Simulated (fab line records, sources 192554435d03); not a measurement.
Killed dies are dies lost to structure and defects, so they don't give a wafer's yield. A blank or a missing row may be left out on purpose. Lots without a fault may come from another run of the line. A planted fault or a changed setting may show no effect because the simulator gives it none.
One fault seen from 3 desks | flow n5_finfet | each desk has only its own numbers; what lay behind them comes last

THE DEFECT DESK
What the inspections along the route counted, lot by lot: means of the sampled wafers that have a number. A lot is out of limits, marked OUT, if its mean lies more than 4 standard deviations from the usual mean; the brackets give that distance.
Columns: A = raw_defect_count at N5_BEOL_M15_INSPECT_12, usual 1.9
lot  | first seen here | A
L569 | day 12 18:42    | 1.3
L574 | day 14 00:36    | 0.7
L577 | day 14 09:53    | 2.0
L579 | day 15 15:28    | 2.5
L587 | day 17 09:17    | 2.0
L588 | day 18 17:45    | 1.3
This desk's finding: nothing out of limits on any of the 6 lots.

THE TOOL OWNER'S DESK: rie_diel-04
The tool's own readings at N5_BEOL_M15_ETCH_59 (etches BARC in N2/H2, target depth 89 nm, overetch 26.7 nm, time 67.9 s): means of the sampled wafers that have a number, for each lot that ran on this tool. A lot is out of limits, marked OUT, if its mean lies more than 4 standard deviations from the usual mean; the brackets give that distance.
Columns: A = chamber_pressure_mTorr at N5_BEOL_M15_ETCH_59, usual 29.996 mTorr; B = drypump_motor_current_A at N5_BEOL_M15_ETCH_59, usual 5.6 A; C = oes_product_au at N5_BEOL_M15_ETCH_59, usual 0.71 a.u.; D = rf_vpp_V at N5_BEOL_M15_ETCH_59, usual 524.5 V; E = showerhead_plenum_p_Torr at N5_BEOL_M15_ETCH_59, usual 2.57 Torr; F = throttle_valve_pct at N5_BEOL_M15_ETCH_59, usual 17.91 %
lot  | first seen here | A      | B   | C    | D     | E    | F
L569 | day 12 18:46    | 30.012 | 5.3 | 0.72 | 526.2 | 2.61 | 17.84
L574 | day 14 00:40    | 30.001 | 5.5 | 0.74 | 526.2 | 2.65 | 17.67
L577 | day 14 09:57    | 30.017 | 5.6 | 0.76 | 527.0 | 2.64 | 17.70
L579 | day 15 15:32    | 29.968 | 5.2 | 0.71 | 527.5 | 2.62 | 17.40
This desk's finding: nothing out of limits on any of the 4 lots.

THE METROLOGY DESK
What the gauges read, lot by lot, whatever tool the lot ran on: means of the sampled wafers that have a number. A lot is out of limits, marked OUT, if its mean lies more than 4 standard deviations from the usual mean; the brackets give that distance.
Columns: A = cd_nm at N5_BEOL_M15_CD_MEAS_10, usual 359.5 nm; B = V14_OVL at N5_BEOL_M15_OVL_MEAS_11, usual 1 nm
lot  | first seen here | A     | B
L569 | day 12 18:39    | 361.6 | -8
L574 | day 14 00:32    | 363.6 | 4
L577 | day 14 09:50    | 357.6 | 0
L579 | day 15 15:25    | 361.8 | -3
L587 | day 17 09:14    | 359.3 | -0
L588 | day 18 17:41    | 361.5 | 5
This desk's finding: nothing out of limits on any of the 6 lots.

PUT TOGETHER
The defect desk saw nothing out of limits.
The tool owner's desk saw nothing out of limits.
The metrology desk saw nothing out of limits.

WHAT THE SIMULATOR HAD PUT IN
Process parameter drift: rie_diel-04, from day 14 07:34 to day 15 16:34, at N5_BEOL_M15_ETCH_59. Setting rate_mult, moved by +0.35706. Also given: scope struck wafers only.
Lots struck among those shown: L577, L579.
